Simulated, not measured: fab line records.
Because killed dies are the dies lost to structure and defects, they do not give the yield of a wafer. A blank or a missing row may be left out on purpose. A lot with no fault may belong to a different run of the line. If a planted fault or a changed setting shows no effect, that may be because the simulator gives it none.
Which tool was responsible?	flow nand_harc	24 lots with 72 wafers sampled at 5 steps, on a route of 1302 steps

## WHAT THE GAUGES SHOWED, per wafer
NHARC_P_M2_INSPECT_27. Usual: raw_defect_count at 303, with a standard deviation of 110.
lot	measured	on	raw_defect_count	flag
L074	day 6 17:26	defect_inspect-01	377 314 363	
L075	day 7 11:08	defect_inspect-01	181 333 321	
L076	day 7 12:44	defect_inspect-02	405 299 207	
L077	day 7 19:11	defect_inspect-01	386 443 223	
L078	day 8 01:17	defect_inspect-02	452 593 258	
L079	day 8 14:02	defect_inspect-01	238 217 232	
L080	day 8 23:14	defect_inspect-01	441 310 339	
L081	day 9 16:15	defect_inspect-02	397 255 528	
L082	day 9 17:01	defect_inspect-01	267 152 352	
L083	day 10 17:46	defect_inspect-01	171 174 201	
L084	day 10 19:59	defect_inspect-01	298 194 199	
L085	day 11 02:55	defect_inspect-02	299 411 649	
L086	day 11 16:56	defect_inspect-01	365 289 526	
L087	day 11 17:26	defect_inspect-02	326 280 282	
L088	day 12 16:41	defect_inspect-01	205 229 390	
L089	day 12 18:25	defect_inspect-02	208 233 178	
L090	day 13 12:09	defect_inspect-02	272 228 197	
L091	day 13 15:50	defect_inspect-02	286 233 216	
L092	day 13 23:23	defect_inspect-01	311 223 341	
L093	day 14 17:20	defect_inspect-01	345 254 172	
L094	day 15 01:20	defect_inspect-01	221 247 265	
L096	day 15 15:11	defect_inspect-01	140 185 203	
L095	day 15 15:54	defect_inspect-01	211 292 259	
L097	day 16 01:52	defect_inspect-01	365 490 209	

## EACH LOT AND THE TOOL THAT RAN IT (in order: tool; ch and the chambers of the sampled wafers; start)
lot	NHARC_P_M0_PRE_CLEAN_29	NHARC_P_M0_DEP_32	NHARC_P_M1_ETCH_28	NHARC_P_M2_PVD_20
L074	pvd_sputter-02, day 6 09:12 or earlier	pecvd-02 ch 0,1,2, day 6 09:12	rie_diel-07 ch 0,1,2, day 6 17:26 or earlier	pvd_sputter-02, day 6 17:26 or earlier
L075	pvd_sputter-01, day 7 02:58 or earlier	pecvd-04 ch 0,1, day 7 02:58	rie_diel-03 ch 0,3, day 7 11:08 or earlier	pvd_sputter-01, day 7 11:08 or earlier
L076	pvd_sputter-02, day 7 04:46 or earlier	pecvd-01 ch 0,1, day 7 04:46	rie_diel-06 ch 0,1, day 7 12:44 or earlier	pvd_sputter-02, day 7 12:44 or earlier
L077	pvd_sputter-03, day 7 10:41 or earlier	pecvd-04 ch 0,1,2, day 7 10:41	rie_diel-07 ch 0,1,3, day 7 19:11 or earlier	pvd_sputter-03, day 7 19:11 or earlier
L078	pvd_sputter-01, day 7 17:13 or earlier	pecvd-02 ch 0,2, day 7 17:13	rie_diel-07 ch 0,1,2, day 8 01:17 or earlier	pvd_sputter-01, day 8 01:17 or earlier
L079	pvd_sputter-02, day 8 05:59 or earlier	pecvd-04 ch 0,1,2, day 8 05:59	rie_diel-07 ch 0,1, day 8 14:02 or earlier	pvd_sputter-02, day 8 14:02 or earlier
L080	pvd_sputter-03, day 8 15:13 or earlier	pecvd-02 ch 0,1,2, day 8 15:13	rie_diel-03 ch 1,2,3, day 8 23:14 or earlier	pvd_sputter-02, day 8 23:14 or earlier
L081	pvd_sputter-01, day 9 08:06 or earlier	pecvd-01 ch 0,1,2, day 9 08:06	rie_diel-06 ch 0,1,2, day 9 16:15 or earlier	pvd_sputter-02, day 9 16:15 or earlier
L082	pvd_sputter-02, day 9 08:53 or earlier	pecvd-04 ch 0,1, day 9 08:53	rie_diel-03 ch 0,3, day 9 17:01 or earlier	pvd_sputter-03, day 9 17:01 or earlier
L083	pvd_sputter-02, day 10 09:14 or earlier	pecvd-01 ch 0,2, day 10 09:14	rie_diel-03 ch 0,3, day 10 17:46 or earlier	pvd_sputter-02, day 10 17:46 or earlier
L084	pvd_sputter-02, day 10 11:38 or earlier	pecvd-01 ch 0,1, day 10 11:38	rie_diel-06 ch 0,3, day 10 19:59 or earlier	pvd_sputter-03, day 10 19:59 or earlier
L085	pvd_sputter-03, day 10 18:27 or earlier	pecvd-04 ch 0,1, day 10 18:27	rie_diel-06 ch 0,1,2, day 11 02:55 or earlier	pvd_sputter-01, day 11 02:55 or earlier
L086	pvd_sputter-02, day 11 08:41 or earlier	pecvd-02 ch 0,1,2, day 11 08:41	rie_diel-07 ch 0,2, day 11 16:56 or earlier	pvd_sputter-01, day 11 16:56 or earlier
L087	pvd_sputter-03, day 11 09:13 or earlier	pecvd-02 ch 1,2, day 11 09:13	rie_diel-07 ch 0,1,3, day 11 17:26 or earlier	pvd_sputter-03, day 11 17:26 or earlier
L088	pvd_sputter-02, day 12 08:31 or earlier	pecvd-01 ch 1,2, day 12 08:31	rie_diel-07 ch 0,1,2, day 12 16:41 or earlier	pvd_sputter-01, day 12 16:41 or earlier
L089	pvd_sputter-03, day 12 10:17 or earlier	pecvd-01 ch 0,2, day 12 10:17	rie_diel-03 ch 0,2,3, day 12 18:25 or earlier	pvd_sputter-03, day 12 18:25 or earlier
L090	pvd_sputter-03, day 13 03:34 or earlier	pecvd-01 ch 1,2, day 13 03:34	rie_diel-07 ch 1,2, day 13 12:09 or earlier	pvd_sputter-03, day 13 12:09 or earlier
L091	pvd_sputter-01, day 13 07:47 or earlier	pecvd-02 ch 1,2, day 13 07:47	rie_diel-06 ch 0,1,3, day 13 15:50 or earlier	pvd_sputter-03, day 13 15:50 or earlier
L092	pvd_sputter-02, day 13 15:20 or earlier	pecvd-02 ch 1,2, day 13 15:20	rie_diel-03 ch 0,1,2, day 13 23:23 or earlier	pvd_sputter-01, day 13 23:23 or earlier
L093	pvd_sputter-03, day 14 09:16 or earlier	pecvd-04 ch 0,1, day 14 09:16	rie_diel-07 ch 0,2, day 14 17:20 or earlier	pvd_sputter-01, day 14 17:20 or earlier
L094	pvd_sputter-02, day 14 17:17 or earlier	pecvd-01 ch 0,1, day 14 17:17	rie_diel-03 ch 0,3, day 15 01:20 or earlier	pvd_sputter-03, day 15 01:20 or earlier
L096	pvd_sputter-01, day 15 07:02 or earlier	pecvd-02 ch 0,2, day 15 07:02	rie_diel-06 ch 1,3, day 15 15:11 or earlier	pvd_sputter-01, day 15 15:11 or earlier
L095	pvd_sputter-02, day 15 07:43 or earlier	pecvd-04 ch 0,1,2, day 15 07:43	rie_diel-07 ch 0,1,3, day 15 15:54 or earlier	pvd_sputter-02, day 15 15:54 or earlier
L097	pvd_sputter-02, day 15 17:35 or earlier	pecvd-02 ch 0,2, day 15 17:35	rie_diel-06 ch 1,3, day 16 01:52 or earlier	pvd_sputter-03, day 16 01:52 or earlier
- NHARC_P_M0_PRE_CLEAN_29: time 30 s.
- NHARC_P_M0_DEP_32: deposits SiCN, target thk 30 nm.
- NHARC_P_M1_ETCH_28: etches the open film in CF4/N2, target depth 30 nm, time 72.99 s.
- NHARC_P_M2_PVD_20: deposits TaN, target thk 5 nm, time 8.06 s.

## AS READ BY THE TOOLS THEMSELVES (means over the sampled wafers that have a number; for cases with no such wafer, the mark the record gives instead)
NHARC_P_M0_PRE_CLEAN_29. Usual: heater_power_w at 411 W, with a standard deviation of 37.
lot	tool	heater_power_w (W)	flag
L074	pvd_sputter-02	415	
L075	pvd_sputter-01	417	
L076	pvd_sputter-02	394	
L077	pvd_sputter-03	398	
L078	pvd_sputter-01	437	
L079	pvd_sputter-02	418	
L080	pvd_sputter-03	409	
L081	pvd_sputter-01	377	
L082	pvd_sputter-02	436	
L083	pvd_sputter-02	421	
L084	pvd_sputter-02	419	
L085	pvd_sputter-03	385	
L086	pvd_sputter-02	445	
L087	pvd_sputter-03	381	
L088	pvd_sputter-02	434	
L089	pvd_sputter-03	390	
L090	pvd_sputter-03	397	
L091	pvd_sputter-01	407	
L092	pvd_sputter-02	410	
L093	pvd_sputter-03	398	
L094	pvd_sputter-02	401	
L096	pvd_sputter-01	411	
L095	pvd_sputter-02	399	
L097	pvd_sputter-02	407	

NHARC_P_M0_DEP_32. Usual: heater_power_outer_w 338 W, standard deviation 50; heater_power_w 605 W, standard deviation 88.
lot	tool	heater_power_outer_w (W)	heater_power_w (W)	flag
L074	pecvd-02	339	590	
L075	pecvd-04	319	565	
L076	pecvd-01	338	591	
L077	pecvd-04	346	619	
L078	pecvd-02	352	587	
L079	pecvd-04	318	575	
L080	pecvd-02	330	576	
L081	pecvd-01	348	633	
L082	pecvd-04	350	606	
L083	pecvd-01	345	640	
L084	pecvd-01	330	588	
L085	pecvd-04	309	562	
L086	pecvd-02	364	634	
L087	pecvd-02	373	653	
L088	pecvd-01	372	645	
L089	pecvd-01	296	579	
L090	pecvd-01	383	686	
L091	pecvd-02	333	608	
L092	pecvd-02	279	491	
L093	pecvd-04	313	570	
L094	pecvd-01	344	604	
L096	pecvd-02	358	619	
L095	pecvd-04	366	655	
L097	pecvd-02	301	505	

NHARC_P_M1_ETCH_28. Usual: drypump_motor_current_A 5.8 A, standard deviation 0.5; oes_product_au 0.998 a.u., standard deviation 0.0072; rf_vpp_V 314.5 V, standard deviation 2; showerhead_plenum_p_Torr 2.64 Torr, standard deviation 0.11; throttle_valve_pct 19.794 %, standard deviation 0.0088.
lot	tool	drypump_motor_current_A (A)	oes_product_au (a.u.)	rf_vpp_V (V)	showerhead_plenum_p_Torr (Torr)	throttle_valve_pct (%)	flag
L074	rie_diel-07	5.4	0.998	314.2	2.62	19.790	
L075	rie_diel-03	5.7	1.001	312.6	2.53	19.805	
L076	rie_diel-06	6.1	0.999	313.2	2.58	19.794	
L077	rie_diel-07	5.5	1.002	315.1	2.68	19.786	
L078	rie_diel-07	5.4	0.997	313.7	2.62	19.793	
L079	rie_diel-07	5.7	0.997	314.9	2.65	19.794	
L080	rie_diel-03	5.6	0.998	315.0	2.64	19.789	
L081	rie_diel-06	6.3	0.999	314.4	2.59	19.797	
L082	rie_diel-03	5.7	0.996	312.7	2.52	19.785	
L083	rie_diel-03	6.0	0.995	312.8	2.51	19.788	
L084	rie_diel-06	6.3	1.000	315.8	2.74	19.795	
L085	rie_diel-06	6.3	1.006	314.0	2.59	19.795	
L086	rie_diel-07	5.2	0.997	313.3	2.59	19.782	
L087	rie_diel-07	5.6	0.991	314.5	2.67	19.791	
L088	rie_diel-07	5.4	1.001	314.9	2.62	19.791	
L089	rie_diel-03	5.7	0.994	312.2	2.54	19.803	
L090	rie_diel-07	5.6	1.000	314.3	2.64	19.798	
L091	rie_diel-06	6.3	0.996	314.4	2.62	19.788	
L092	rie_diel-03	5.9	0.993	315.0	2.62	19.800	
L093	rie_diel-07	5.2	1.012	313.2	2.59	19.793	
L094	rie_diel-03	6.0	1.000	312.5	2.50	19.793	
L096	rie_diel-06	6.5	0.992	317.9	2.82	19.787	
L095	rie_diel-07	5.5	1.001	315.7	2.67	19.799	
L097	rie_diel-06	6.4	0.999	317.4	2.81	19.786	

NHARC_P_M2_PVD_20. Usual: throttle_valve_pct at 30.0 %, with a standard deviation of 1.3.
lot	tool	throttle_valve_pct (%)	flag
L074	pvd_sputter-02	29.6	
L075	pvd_sputter-01	29.9	
L076	pvd_sputter-02	30.1	
L077	pvd_sputter-03	29.6	
L078	pvd_sputter-01	29.9	
L079	pvd_sputter-02	29.7	
L080	pvd_sputter-02	29.8	
L081	pvd_sputter-02	30.1	
L082	pvd_sputter-03	29.5	
L083	pvd_sputter-02	29.1	
L084	pvd_sputter-03	29.5	
L085	pvd_sputter-01	29.5	
L086	pvd_sputter-01	29.4	
L087	pvd_sputter-03	30.2	
L088	pvd_sputter-01	30.5	
L089	pvd_sputter-03	29.7	
L090	pvd_sputter-03	30.0	
L091	pvd_sputter-03	29.5	
L092	pvd_sputter-01	29.9	
L093	pvd_sputter-01	30.6	
L094	pvd_sputter-03	29.5	
L096	pvd_sputter-01	29.4	
L095	pvd_sputter-02	30.9	
L097	pvd_sputter-03	30.4	

## THE ANSWER, worked out from the rows above alone
Rule: a lot counts as off when the mean over its wafers that have a number is more than 3 standard deviations away from the usual mean. Also off: a lot with no number at a reading for which 4 or more lots have one. Where the step has rows for the other lots, those lots are counted as sound. Order of review: gauges by route order, followed by the tools' own readings, for which a lot's mean as printed above is used. At the first step where some lot is off, the reading lying furthest off is the one used; lots without a number count as furthest.
No lot is off at any reading shown: from this, nothing can be told.

## WHAT HAD BEEN PUT IN BY THE SIMULATOR
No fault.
